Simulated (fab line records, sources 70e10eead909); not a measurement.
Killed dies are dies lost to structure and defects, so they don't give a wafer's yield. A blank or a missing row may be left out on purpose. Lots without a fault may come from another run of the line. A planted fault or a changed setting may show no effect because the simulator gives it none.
One fault seen from 2 desks | flow nand_harc | each desk has only its own numbers; what lay behind them comes last

THE TOOL OWNER'S DESK: rie_metal-02
The tool's own readings at NHARC_A_WL_FILL_ETCHBACK_17 (etches the open film in Cl2/BCl3, target depth 4 nm, time 26.7 s): means of the sampled wafers that have a number, for each lot that ran on this tool. A lot is out of limits, marked OUT, if its mean lies more than 4 standard deviations from the usual mean; the brackets give that distance.
Columns: A = drypump_motor_current_A at NHARC_A_WL_FILL_ETCHBACK_17, usual 5.6 A; B = oes_product_au at NHARC_A_WL_FILL_ETCHBACK_17, usual 1.001 a.u.; C = run_length_s at NHARC_A_WL_FILL_ETCHBACK_17, usual 48.1 s
lot  | first seen here | A   | B     | C
L226 | day 21 02:48    | 5.5 | 1.005 | 48.3
L229 | day 21 23:34    | 5.5 | 0.993 | 48.2
L233 | day 25 03:11    | 5.5 | 1.010 | 44.9 (-11) OUT
L236 | day 25 13:41    | 5.3 | 1.003 | 41.3 (-23) OUT
L245 | day 28 19:51    | 5.3 | 0.995 | 48.4
L247 | day 29 14:55    | 5.3 | 0.993 | 48.4
L248 | day 30 05:34    | 5.3 | 0.996 | 48.3
This desk's finding: out of limits on L233, L236; first on L233, day 25 03:11 (run_length_s at NHARC_A_WL_FILL_ETCHBACK_17). In limits: L226, L229, L245, L247, L248.

THE DEFECT DESK
What the inspections along the route counted, lot by lot: means of the sampled wafers that have a number. A lot is out of limits, marked OUT, if its mean lies more than 4 standard deviations from the usual mean; the brackets give that distance.
Columns: A = raw_defect_count at NHARC_A_WL_FILL_INSPECT_15, usual 455
lot  | first seen here | A
L226 | day 21 10:52    | 455
L227 | day 21 13:43    | 470
L229 | day 22 05:57    | 431
L230 | day 22 10:58    | 563
L231 | day 23 08:55    | 634
L233 | day 25 09:28    | 309
L236 | day 25 20:00    | 498
L241 | day 28 01:25    | 466
L244 | day 28 20:40    | 250
L245 | day 29 02:10    | 490
L247 | day 29 22:14    | 392
L246 | day 29 22:17    | 412
L248 | day 30 11:55    | 480
L249 | day 30 18:15    | 458
This desk's finding: nothing out of limits on any of the 14 lots.

PUT TOGETHER
The tool owner's desk could have raised an alarm at day 25 03:11, on L233, L236.
The defect desk saw nothing out of limits.
The defect desk has L233, L236 on record, within its limits.
Of the lots named, all ran NHARC_A_WL_FILL_ETCHBACK_17 on rie_metal-02.

WHAT THE SIMULATOR HAD PUT IN
Process parameter drift: rie_metal-02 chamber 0, from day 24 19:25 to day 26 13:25, at NHARC_A_WL_FILL_ETCHBACK_17. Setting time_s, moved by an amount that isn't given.
Lots struck among those shown: L233, L236.
Hours from the fault's start to each desk's first reading out of limits: the tool owner's desk, 8.
